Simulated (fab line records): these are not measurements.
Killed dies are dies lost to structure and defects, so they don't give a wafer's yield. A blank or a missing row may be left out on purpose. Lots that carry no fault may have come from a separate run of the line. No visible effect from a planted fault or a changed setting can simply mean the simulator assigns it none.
Matching of chambers ; flow nandHarc ; cmp-03 running NHARC_A_WL_FILL_CMP_12: 4 sister chambers
The step polishes, t overpolish 30 s, target thk 75 nm. 16 wafers are shown with their chamber, then 8 later ones without.

== WAFERS, EACH WITH ITS CHAMBER ==
wafer;chamber;motorCurrentA (A);timeToEndpointS (s);slurryFlowMlMin
L074.2;0;10.6;16.3;149.5
L074.4;3;12.3;15.2;149.7
L074.6;0;11.2;16.6;149.8
L076.2;2;13.7;13.8;149.3
L076.3;3;11.8;10.9;150.1
L076.5;0;11.3;14.5;150.2
L077.1;3;12.2;13.9;149.9
L077.3;1;11.8;13.2;149.9
L077.5;3;12.1;13.3;150.3
L082.3;2;14.3;14.3;150.2
L082.4;1;11.9;13.0;150.0
L082.6;3;12.1;17.2;149.8
L083.2;0;10.8;17.9;150.6
L083.3;2;14.1;14.7;149.5
L083.4;1;10.6;17.0;150.3
L085.1;2;13.3;11.4;149.9

SIGNATURES (means of the wafers above)
reading;chamber 0;chamber 1;chamber 2;chamber 3;scatter within a chamber
motorCurrentA;10.975;11.433;13.850;12.100;0.419
timeToEndpointS;16.325;14.400;13.550;14.100;1.92
slurryFlowMlMin;150.025;150.067;149.725;149.960;0.353
Rule: a wafer's distance from a chamber is the root of the sum, over the readings, of the square of ((its reading less the chamber's mean) divided by the reading's scatter). The wafer belongs to the nearest chamber; if the next one is less than 2 further off, it can't be placed. The scatter: the root of (the sum of the squares of (reading less its chamber's mean) over the shown wafers, divided by (wafers less chambers)).

== WAFERS WITHOUT THEIR CHAMBER ==
wafer;motorCurrentA (A);timeToEndpointS (s);slurryFlowMlMin
L085.3;11.7;13.2;150.8
L085.5;11.5;15.8;150.3
L086.1;11.4;15.4;149.3
L086.3;13.9;15.7;149.8
L086.5;11.4;13.6;149.1
L096.1;14.6;16.8;150.2
L096.3;12.0;15.9;149.0
L096.4;11.4;20.3;150.6

== CHAMBER TAKEN BY EACH ==
wafer;from the rows above;in truth
L085.3;can't be placed: 1 or 3 or 0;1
L085.5;can't be placed: 1 or 0 or 3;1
L086.1;can't be placed: 1 or 0 or 3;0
L086.3;2;2
L086.5;can't be placed: 1 or 3 or 0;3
L096.1;2;2
L096.3;can't be placed: 3 or 1 or 0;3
L096.4;can't be placed: 0 or 1 or 3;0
Placed correctly: 2 of 8. Unplaceable from these rows: 6, with the true chamber sitting among the candidates in 6. Wrongly placed: 0.
